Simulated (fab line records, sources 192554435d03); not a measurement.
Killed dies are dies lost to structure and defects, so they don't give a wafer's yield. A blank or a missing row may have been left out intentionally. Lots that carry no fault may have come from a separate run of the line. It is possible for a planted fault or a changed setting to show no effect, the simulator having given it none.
Split-lot experiment    flow n5-finfet    21 wafers read from 7 lots, route of 1938 steps

ON THE SPLIT
At N5_BEOL_M0_SAQP_PECVD_96 (deposits a-Si from SiH4/He, target thk 45 nm, time 45.2 s), the setting time-s was moved away from the recipe's 45.2 s on 6 of the 21 wafers read, by -8.9% to +12.5%. For the rest of the wafers, this setting stayed at what the recipe calls for.

FROM THE SPLIT TO THE READING: what the file shows between them, 4 steps
- N5_BEOL_M0_SAQP_PECVD_97: deposits SiNx from SiH4/NH3/N2, target thk 23 nm, time 19.9 s
- N5_BEOL_M0_SAQP_PECVD_04: deposits a-Si from SiH4/He, target thk 60 nm, time 60.2 s
- N5_BEOL_M0_SAQP_ETCH_101: etches SiNx in CH3F/O2, target depth 29.9 nm, time 42.7 s
- N5_BEOL_M0_SAQP_ETCH_102: etches SiO2 in CF4, target depth 4 nm, time 4.4 s

THE READING
oes-product-au, in a.u., at N5_BEOL_M0_SAQP_MANDREL_ETCH_103 (etches a-Si in HBr/Cl2, stops on SiCN, target depth 45 nm, bt time 10 s, time 27 s). Fault-free wafers of this fab line usually give 0.680 a.u., standard deviation 0.013 a.u.

wafer   tool, chamber at the split  time-s as run, s  against the recipe  oes-product-au, a.u.  against lot-mates on the recipe
L075.2  pecvd-03, 2,1               45.2              recipe              0.670                 -
L075.3  pecvd-03, 2,1               45.2              recipe              0.672                 -
L075.4  pecvd-03, 2                 45.2              recipe              0.698                 -
L077.4  pecvd-03, 0                 45.2              recipe              0.677                 -
L077.5  pecvd-03, 2                 45.2              recipe              0.682                 -
L077.6  pecvd-03, 1                 45.2              recipe              0.683                 -
L079.4  pecvd-02, 2,0               45.2              recipe              0.677                 -
L079.5  pecvd-02, 2,0               45.2              recipe              0.704                 -
L079.6  pecvd-02, 1                 41.17             -8.9%               0.636                 -0.054
L085.2  pecvd-04, 2                 47.51             +5.1%               0.722                 +0.020
L085.4  pecvd-04, 2                 45.2              recipe              0.702                 -
L085.6  pecvd-04, 1                 47.51             +5.1%               0.725                 +0.023
L086.2  pecvd-03, 2                 41.98             -7.1%               0.630                 -0.061
L086.4  pecvd-03, 2                 45.2              recipe              0.699                 -
L086.5  pecvd-03, 1                 45.2              recipe              0.683                 -
L088.2  pecvd-02, 2                 45.2              recipe              0.677                 -
L088.5  pecvd-02, 1                 45.2              recipe              0.695                 -
L088.6  pecvd-02, 2                 45.2              recipe              0.676                 -
L097.1  pecvd-04, 2                 50.87             +12.5%              0.712                 +0.043
L097.3  pecvd-04, 0                 45.2              recipe              0.669                 -
L097.6  pecvd-04, 1                 50.87             +12.5%              0.722                 +0.053
When a row names more than one chamber, that row covers several wafers, and the file does not tell which wafer ran in which chamber.

FIT RESULTS
A straight line over all 21 wafers: oes-product-au changes by +0.00417 a.u. for each +1% of time-s; r = +0.82; the points scatter about the line by 0.015 a.u.
The same after taking each lot's own level away (the mean of its wafers on the recipe; 21 wafers): +0.00484 a.u. for each +1%; r = +0.91; scatter 0.011 a.u.
Per that fit: largest time-s move, reading shift of 0.061 a.u.
The span of the lots' own levels, 0.6690 to 0.7020 a.u., comes to 2.5 times the standard deviation stated above.
Thus the slope moves with the lot-to-lot level: the two fits are different.
Check: +0.0645 a.u. against its lot-mates is what the line predicts for one of the wafers moved furthest among these (+12.5%) when that wafer is left out of the fit. Against them it came out at +0.043 a.u.

FURTHER SPLITS ON THESE WAFERS
Before the reading, these wafers also passed through other splits. Each is held against what the fit with the lots' levels taken away leaves over:
other split on the same wafers           wafers away from the commonest value  r with oes-product-au (lot level and that fit taken away)
N5_HKMG_FIN_COAT_43 spin-rpm             7                                     +0.03
N5_GATE_CUT_COAT_27 spin-rpm             2                                     -0.12
N5_GATE_CUT_DESCUM_18 time-s             6                                     -0.05
N5_MOL_CONTACT_COAG_ALD_27 ald-cycles    6                                     +0.08
N5_MOL_CONTACT_COAG_PECVD_31 temp-c      9                                     +0.14
N5_MOL_CONTACT_COAG_ETCHBACK_135 time-s  6                                     +0.03

THE WHOLE CHAIN: every reading that the file lists as answering this split, in the file's order
step                              what it does                                                                        reading                                                                                change (the file's fit)                    r (the file's)
N5_BEOL_M0_SAQP_PECVD_96          deposits a-Si from SiH4/He, target thk 45 nm, time 45.2 s                           a-Si_of_BEOL_M0_SAQP_PECVD_96.thk-nm (the simulator's own value, which no gauge read)  +0.486 nm for each +1% of the setting      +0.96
N5_BEOL_M0_SAQP_MANDREL_ETCH_103  etches a-Si in HBr/Cl2, stops on SiCN, target depth 45 nm, bt time 10 s, time 27 s  oes-product-au                                                                         +0.00518 a.u. for each +1% of the setting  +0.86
N5_BEOL_M0_SAQP_MANDREL_ETCH_103  etches a-Si in HBr/Cl2, stops on SiCN, target depth 45 nm, bt time 10 s, time 27 s  etch.depth-nm (the simulator's own value, which no gauge read)                         +0.489 nm for each +1% of the setting      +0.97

THE FILE'S OWN FIT
oes-product-au changes by +0.00518 a.u. for each +1% of time-s, r = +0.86.
